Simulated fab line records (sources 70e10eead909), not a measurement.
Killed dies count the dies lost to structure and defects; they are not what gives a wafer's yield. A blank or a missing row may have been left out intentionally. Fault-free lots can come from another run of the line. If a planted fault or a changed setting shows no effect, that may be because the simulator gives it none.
Matching of chambers | flow nand harc | 4 sister chambers for NHARC_A_STAIRCASE_TRIM_12 on rie diel-13
The step chemistry O2, time 211.2 s. 4 wafers are shown with their chamber, then 11 later ones without.

## WAFERS PAIRED WITH THEIR CHAMBERS
wafer  | chamber | showerhead plenum p Torr (Torr)
L091.1 | 1       | 3.54
L091.2 | 2       | 3.63
L091.5 | 3       | 3.67
L093.1 | 0       | 3.29

## WAFERS WITH NO CHAMBER GIVEN
wafer  | showerhead plenum p Torr (Torr)
L093.3 | 3.66
L093.5 | 3.63
L095.1 | 3.66
L095.2 | 3.29
L095.5 | 3.54
L096.1 | 3.62
L096.2 | 3.28
L096.3 | 3.54
L097.2 | 3.54
L097.3 | 3.66
L097.6 | 3.62

## WHICH CHAMBER EACH WENT THROUGH
wafer  | from the rows above | in truth
L093.3 | 3                   | 3
L093.5 | 2                   | 2
L095.1 | 3                   | 3
L095.2 | 0                   | 0
L095.5 | 1                   | 1
L096.1 | 2                   | 2
L096.2 | 0                   | 0
L096.3 | 1                   | 1
L097.2 | 1                   | 1
L097.3 | 3                   | 3
L097.6 | 2                   | 2
Correct placement for 11 of the 11. Left unplaced by these rows: 0. 0 placed wrongly.
How it was worked out, from the rows above alone: a wafer's distance from a chamber is the root of the sum, over the readings, of the square of ((its reading less the chamber's mean) divided by the reading's scatter). The wafer belongs to the nearest chamber; if the next one is less than 2 further off, it can't be placed. For every chamber, the mean is computed from those of its wafers that are shown. The scatter: with one shown wafer a chamber, the root of the mean of the squares of how far each hidden wafer lies from its nearest shown one.
